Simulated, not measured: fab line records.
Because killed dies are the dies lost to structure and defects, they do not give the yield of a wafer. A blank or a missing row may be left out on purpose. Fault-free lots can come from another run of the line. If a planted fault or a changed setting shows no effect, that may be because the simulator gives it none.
Which tool did it? | flow nand-harc | Sampling: 8 lots, 24 wafers, 4 of 1302 route steps

WHAT EACH GAUGE READ, for each wafer
NHARC_A_CHANNEL_FILL_D2_THK_MEAS_06: measures by ellipsometry.
lot  | measured     | on            | thk-nm (nm)
L461 | day 15 16:46 | film-metro-02 | 5.8 7.3 6.1
L462 | day 15 16:46 | film-metro-01 | 5.1 4.3 5.2
L473 | day 20 02:15 | film-metro-01 | 10.8 12.2 12.3
L472 | day 20 02:15 | film-metro-02 | 12.3 13.7 11.5
L478 | day 22 21:16 | film-metro-02 | 5.9 3.7 4.6
L479 | day 23 01:28 | film-metro-02 | 4.6 5.2 5.5
L481 | day 23 22:43 | film-metro-02 | 5.9 4.9 5.1
L483 | day 24 04:32 | film-metro-02 | 6.4 2.8 4.0

EACH LOT AND THE TOOL THAT RAN IT (in order: tool; ch and the chambers of the sampled wafers; start)
lot  | NHARC_A_CHANNEL_HOLE_D2_STRIP_28              | NHARC_A_CHANNEL_FILL_D2_ETCHBACK_19 | NHARC_A_CHANNEL_FILL_D2_CVD_05
L461 | rie-diel-01 ch 0,1, day 15 04:47 or earlier   | rie-si-02 ch 1,2, day 15 04:47      | lpcvd-poly-01 ch 0, day 15 07:28
L462 | rie-diel-10 ch 1,3, day 15 04:47 or earlier   | rie-si-06 ch 0,1, day 15 04:47      | lpcvd-poly-01 ch 0, day 15 07:28
L473 | rie-diel-01 ch 0,1,3, day 19 13:52 or earlier | rie-si-02 ch 0,1,3, day 19 13:52    | lpcvd-poly-01 ch 0, day 19 16:33
L472 | rie-diel-01 ch 0,3, day 19 13:54 or earlier   | rie-si-06 ch 1,2, day 19 13:54      | lpcvd-poly-01 ch 0, day 19 16:33
L478 | rie-diel-05 ch 1,2,3, day 22 09:16 or earlier | rie-si-06 ch 0,1,2, day 22 09:16    | lpcvd-poly-04 ch 0, day 22 12:02
L479 | rie-diel-10 ch 1,2, day 22 13:49 or earlier   | rie-si-01 ch 0,2,3, day 22 13:49    | lpcvd-poly-04 ch 0, day 22 16:35
L481 | rie-diel-05 ch 0,1,3, day 23 10:26 or earlier | rie-si-01 ch 2,3, day 23 10:26      | lpcvd-poly-02 ch 0, day 23 13:12
L483 | rie-diel-01 ch 0,1,2, day 23 17:05 or earlier | rie-si-02 ch 1,2,3, day 23 17:05    | lpcvd-poly-02 ch 0, day 23 19:41
- NHARC_A_CHANNEL_HOLE_D2_STRIP_28: strips in O2.
- NHARC_A_CHANNEL_FILL_D2_ETCHBACK_19: etches the open film in HBr/Cl2, target depth 5 nm, time 1.7 s.
- NHARC_A_CHANNEL_FILL_D2_CVD_05: deposits poly-Si, target thk 5 nm.

THE ANSWER, worked out from the rows above alone
Rule: the usual values come from the lots themselves. The widest of any qualifying gaps counts: lots, ordered by their means at a reading, are off when they make up no more than a third of the lots, leave a main group of 4 or more, and stand apart from it by 3 or more times the standard deviation of that group's means. A main group is skipped when, at the precision printed for the reading in the tables above, its means are all equal. Also off: a lot with no number at a reading for which 4 or more lots have one. All remaining lots with rows at the step are treated as sound.
Off: L473, L472 (NHARC_A_CHANNEL_FILL_D2_THK_MEAS_06, thk-nm). The main group: mean 5.1 nm, standard deviation 0.63.
If a tool, at a process step before that reading, ran all the lots that are off and no sound lot after the first of them, it fits. Gauges at NHARC_A_CHANNEL_FILL_D2_THK_MEAS_06: tried the same way as those tools. NHARC_A_CHANNEL_HOLE_D2_STRIP_28: start missing for some lots; hours and lot order therefore follow NHARC_A_CHANNEL_FILL_D2_ETCHBACK_19. One fits: lpcvd-poly-01 at NHARC_A_CHANNEL_FILL_D2_CVD_05. Its last sound lot is L461 (day 15 07:28), its first lot that is off L472 (day 19 16:33): a fault that began between those two fits.

WHAT THE SIMULATOR HAD INSERTED
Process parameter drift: lpcvd-poly-01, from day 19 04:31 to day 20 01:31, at NHARC_A_CHANNEL_FILL_D2_CVD_05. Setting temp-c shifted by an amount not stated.
Lots struck among those shown: L473, L472. The rule above found the same.
